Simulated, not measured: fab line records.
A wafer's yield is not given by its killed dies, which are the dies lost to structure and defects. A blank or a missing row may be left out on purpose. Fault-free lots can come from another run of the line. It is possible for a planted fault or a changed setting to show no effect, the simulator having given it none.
Which tool is to blame? ; flow nand harc ; 72 wafers from 24 lots sampled at 5 of the route's 1302 steps

## WHAT THE GAUGES SHOWED, per wafer
NHARC_A_M1_OVL_MEAS_10: pitch 240 nm. Usual: overlay x nm 0.1 nm, standard deviation 0.86; overlay y nm -0.2 nm, standard deviation 0.92.
lot;measured;on;overlay x nm (nm);overlay y nm (nm);flag
L074;day 23 07:48;overlay-01;-0.6 -0.3 -0.7;0.4 0.2 0.2;
L075;day 23 21:38;overlay-02;-0.2 0.0 0.0;0.0 0.1 -0.5;
L076;day 24 04:12;overlay-02;0.1 -0.1 -0.5;-0.8 -0.4 -1.2;
L078;day 24 09:47;overlay-01;0.1 0.4 0.1;1.2 0.6 0.8;
L077;day 24 10:28;overlay-02;1.9 2.0 2.0;-0.4 0.1 -0.4;
L079;day 24 15:55;overlay-02;-0.1 0.3 0.4;0.5 0.5 0.3;
L080;day 25 08:40;overlay-02;0.5 0.0 -0.1;-0.8 -0.9 -0.5;
L081;day 25 11:40;overlay-01;0.8 1.3 1.0;0.2 0.0 -0.3;
L082;day 26 08:58;overlay-01;0.3 -0.2 -0.8;0.9 0.5 0.8;
L083;day 27 07:34;overlay-01;-0.6 -0.4 -0.2;1.3 1.0 0.5;
L084;day 27 13:16;overlay-01;0.9 0.8 0.5;-0.8 -0.4 -1.1;
L085;day 27 15:39;overlay-02;0.5 0.1 0.5;-0.7 -1.4 -0.9;
L086;day 28 13:35;overlay-01;-0.7 0.0 -0.7;-0.3 -0.2 -0.2;
L087;day 28 16:46;overlay-02;0.4 -0.3 -0.5;-1.4 -1.3 -1.3;
L088;day 28 22:25;overlay-01;0.0 0.0 0.2;-2.2 -2.1 -1.6;
L089;day 29 04:39;overlay-01;0.4 0.7 1.0;0.5 0.4 0.3;
L090;day 29 06:45;overlay-02;-1.3 -0.6 -0.7;0.1 -0.3 -0.6;
L091;day 29 23:10;overlay-02;-1.1 -1.3 -1.4;-0.8 -0.6 -0.6;
L092;day 30 00:34;overlay-01;-1.2 -1.2 -0.7;-0.7 -0.6 -0.9;
L093;day 30 14:34;overlay-01;-0.3 -0.1 0.1;0.4 0.4 -0.1;
L095;day 31 05:31;overlay-02;1.6 1.6 1.4;-0.1 -0.1 0.4;
L096;day 31 07:10;overlay-01;0.8 0.7 0.7;2.1 2.8 2.3;
L094;day 31 19:31;overlay-01;-1.1 -1.7 -1.1;-0.6 -0.5 -0.8;
L097;day 32 08:06;overlay-02;0.4 0.8 0.5;-1.6 -0.6 -0.8;

NHARC_A_BONDPAD_CD_MEAS_09: target cd 500 nm. Usual: cd nm at 502.7 nm, with a standard deviation of 2.6.
lot;measured;on;cd nm (nm);flag
L074;day 23 12:17;cd sem-01;502.8 503.1 497.1;
L075;day 24 02:08;cd sem-02;504.0 498.1 503.5;
L076;day 24 08:49;cd sem-03;502.2 502.3 501.1;
L078;day 24 14:25;cd sem-03;503.9 503.1 500.0;
L077;day 24 15:02;cd sem-03;505.4 503.3 502.8;
L079;day 24 20:23;cd sem-03;501.1 495.9 500.0;
L080;day 25 13:21;cd sem-02;503.3 505.0 504.3;
L081;day 25 16:23;cd sem-03;507.5 505.7 505.0;
L082;day 26 13:34;cd sem-03;501.4 501.7 496.4;
L083;day 27 13:16;cd sem-02;502.7 502.0 497.4;
L084;day 27 17:47;cd sem-02;505.1 502.2 498.6;
L085;day 27 20:16;cd sem-02;505.1 499.1 502.4;
L086;day 28 18:24;cd sem-03;496.8 502.9 503.4;
L087;day 28 21:15;cd sem-03;500.2 504.3 503.9;
L088;day 29 02:54;cd sem-01;503.0 502.5 503.3;
L089;day 29 09:26;cd sem-03;504.6 505.7 503.2;
L090;day 29 11:23;cd sem-01;503.9 503.3 503.1;
L091;day 30 03:47;cd sem-03;505.0 504.8 499.6;
L092;day 30 05:09;cd sem-01;504.6 505.2 500.5;
L093;day 30 19:09;cd sem-03;505.4 502.4 505.0;
L095;day 31 10:28;cd sem-01;502.9 504.4 506.5;
L096;day 31 11:38;cd sem-01;504.8 505.5 499.7;
L094;day 32 00:05;cd sem-02;500.8 501.4 501.6;
L097;day 32 12:44;cd sem-01;503.4 499.7 502.5;

NHARC_A_BONDPAD_CD_MEAS_13. Usual: cd nm at 502.2 nm, with a standard deviation of 2.8.
lot;measured;on;cd nm (nm);flag
L074;day 23 12:49;cd sem-01;502.0 502.2 495.1;
L075;day 24 02:40;cd sem-03;502.6 496.7 502.5;
L076;day 24 09:21;cd sem-03;500.0 503.3 501.9;
L078;day 24 14:56;cd sem-02;503.3 501.7 499.8;
L077;day 24 15:34;cd sem-03;504.7 501.9 500.6;
L079;day 24 20:55;cd sem-01;500.4 493.1 499.2;
L080;day 25 13:53;cd sem-03;501.6 504.2 503.7;
L081;day 25 16:55;cd sem-01;505.2 503.8 505.4;
L082;day 26 14:06;cd sem-01;499.5 501.6 495.0;
L083;day 27 13:48;cd sem-01;502.9 502.7 496.9;
L084;day 27 18:19;cd sem-02;504.8 502.4 499.7;
L085;day 27 20:49;cd sem-02;506.2 498.8 502.0;
L086;day 28 18:56;cd sem-03;497.8 502.7 502.4;
L087;day 28 21:46;cd sem-01;501.3 503.2 503.0;
L088;day 29 03:26;cd sem-01;502.1 501.5 503.1;
L089;day 29 09:58;cd sem-01;505.2 505.7 504.3;
L090;day 29 11:54;cd sem-02;503.6 503.8 501.1;
L091;day 30 04:19;cd sem-03;504.7 505.6 498.2;
L092;day 30 05:41;cd sem-01;503.5 505.5 498.5;
L093;day 30 19:41;cd sem-01;505.4 502.1 504.0;
L095;day 31 10:59;cd sem-03;501.0 504.8 507.8;
L096;day 31 12:10;cd sem-02;504.3 505.7 499.5;
L094;day 32 00:40;cd sem-02;498.3 500.6 500.2;
L097;day 32 13:16;cd sem-02;504.1 498.4 501.7;

NHARC_A_BONDPAD_INSPECT_23. Usual: raw defect count at 545, with a standard deviation of 120.
lot;measured;on;raw defect count;flag
L074;day 23 15:03;defect inspect-02;725 1075 848;
L075;day 24 05:12;defect inspect-01;448 482 431;
L076;day 24 11:43;defect inspect-02;457 441 377;
L078;day 24 17:11;defect inspect-01;431 550 560;
L077;day 24 17:49;defect inspect-01;654 472 434;
L079;day 24 23:11;defect inspect-02;671 566 686;
L080;day 25 16:09;defect inspect-01;472 676 551;
L081;day 25 19:19;defect inspect-01;480 356 502;
L082;day 26 16:21;defect inspect-02;458 439 598;
L083;day 27 16:03;defect inspect-01;561 468 513;
L084;day 27 20:34;defect inspect-01;458 506 450;
L085;day 27 23:08;defect inspect-01;510 652 610;
L086;day 28 21:17;defect inspect-02;612 875 747;
L087;day 29 00:03;defect inspect-02;840 731 719;
L088;day 29 05:42;defect inspect-02;615 496 495;
L089;day 29 12:11;defect inspect-02;591 492 512;
L090;day 29 14:13;defect inspect-02;350 393 418;
L091;day 30 06:37;defect inspect-01;688 508 706;
L092;day 30 07:58;defect inspect-02;617 617 684;
L093;day 30 22:01;defect inspect-01;517 503 406;
L095;day 31 13:16;defect inspect-02;730 571 623;
L096;day 31 14:25;defect inspect-01;368 476 397;
L094;day 32 02:56;defect inspect-01;528 538 443;
L097;day 32 15:30;defect inspect-01;547 497 488;

## TOOL THAT RAN EACH LOT (tool first, then ch and the chambers of the sampled wafers, then the start)
lot;NHARC_A_BLC_STRIP_21
L074;rie diel-04 ch 0,2, day 23 00:59
L075;rie diel-07 ch 0,2,3, day 23 14:55
L076;rie diel-07 ch 0,1,3, day 23 21:16
L078;rie diel-07 ch 1,2, day 24 02:58
L077;rie diel-07 ch 1,2, day 24 03:42
L079;rie diel-07 ch 1,2,3, day 24 09:10
L080;rie diel-04 ch 0,1,3, day 25 01:57
L081;rie diel-04 ch 0,2,3, day 25 04:50
L082;rie diel-07 ch 0,2,3, day 26 02:01
L083;rie diel-07 ch 1,2, day 27 00:38
L084;rie diel-04 ch 0,2,3, day 27 06:15
L085;rie diel-07 ch 1,2,3, day 27 07:47
L086;rie diel-09 ch 1,2,3, day 28 06:40
L087;rie diel-07 ch 0,1,2, day 28 10:04
L088;rie diel-09 ch 0,1,3, day 28 15:35
L089;rie diel-07 ch 2,3, day 28 21:46
L090;rie diel-07 ch 0,1,3, day 28 23:29
L091;rie diel-07 ch 2,3, day 29 16:00
L092;rie diel-04 ch 1,3, day 29 17:16
L093;rie diel-04 ch 1,2, day 30 07:52
L095;rie diel-07 ch 0,1,2, day 30 22:28
L096;rie diel-07 ch 0,1,3, day 31 00:06
L094;rie diel-04 ch 0,1,3, day 31 12:32
L097;rie diel-04 ch 1,2, day 32 00:55
- NHARC_A_BLC_STRIP_21: strips in O2.

## AS READ BY THE TOOLS THEMSELVES (means over the sampled wafers that have a number; for cases with no such wafer, the mark the record gives instead)
NHARC_A_BLC_STRIP_21. Usual: drypump motor current A 6.0 A, standard deviation 0.44; oes product au 1.002 a.u., standard deviation 0.014; rf vpp V 57.8 V, standard deviation 0.85; showerhead plenum p Torr 3.52 Torr, standard deviation 0.16; throttle valve pct 17.035 %, standard deviation 0.0089.
lot;tool;drypump motor current A (A);oes product au (a.u.);rf vpp V (V);showerhead plenum p Torr (Torr);throttle valve pct (%);flag
L074;rie diel-04;6.5;1.007;57.1;3.61;17.046;
L075;rie diel-07;6.0;0.997;57.6;3.54;17.037;
L076;rie diel-07;6.2;0.994;57.9;3.62;17.028;
L078;rie diel-07;6.2;1.009;57.7;3.46;17.026;
L077;rie diel-07;6.0;1.015;57.8;3.37;17.041;
L079;rie diel-07;6.1;1.011;56.8;3.47;17.031;
L080;rie diel-04;5.9;1.010;57.9;3.65;17.036;
L081;rie diel-04;6.3;0.997;58.9;3.63;17.029;
L082;rie diel-07;6.0;1.001;58.1;3.54;17.031;
L083;rie diel-07;6.2;1.010;58.2;3.45;17.032;
L084;rie diel-04;6.3;1.016;57.7;3.63;17.041;
L085;rie diel-07;6.1;1.001;58.3;3.47;17.046;
L086;rie diel-09;5.3;1.000;58.2;3.39;17.041;
L087;rie diel-07;6.1;1.000;57.4;3.52;17.036;
L088;rie diel-09;5.4;1.006;57.0;3.51;17.042;
L089;rie diel-07;5.9;0.976;58.0;3.39;17.033;
L090;rie diel-07;6.2;0.999;58.2;3.61;17.039;
L091;rie diel-07;5.9;0.986;56.9;3.39;17.038;
L092;rie diel-04;5.4;1.002;57.4;3.57;17.038;
L093;rie diel-04;6.1;1.014;57.6;3.45;17.024;
L095;rie diel-07;6.1;1.000;57.5;3.52;17.036;
L096;rie diel-07;6.3;0.991;57.8;3.61;17.033;
L094;rie diel-04;5.9;1.012;58.4;3.64;17.030;
L097;rie diel-04;5.6;0.999;57.3;3.46;17.031;

## THE ANSWER, worked out from the rows above alone
Rule: take the mean of a lot's wafers that have a number; if it is more than 3 standard deviations from the usual mean, the lot is off. A lot without any number at a reading at which 4 lots or more have one is off too. The other lots that the step has rows for count as sound. Order of review: gauges by route order, followed by the tools' own readings, for which a lot's mean as printed above is used. The first step at which some lot is off is used, and at that step the reading that is off furthest; a lot without a number counts as furthest.
Across all readings shown, no lot is off: no conclusion can be drawn from this.

## WHAT THE SIMULATOR PUT IN
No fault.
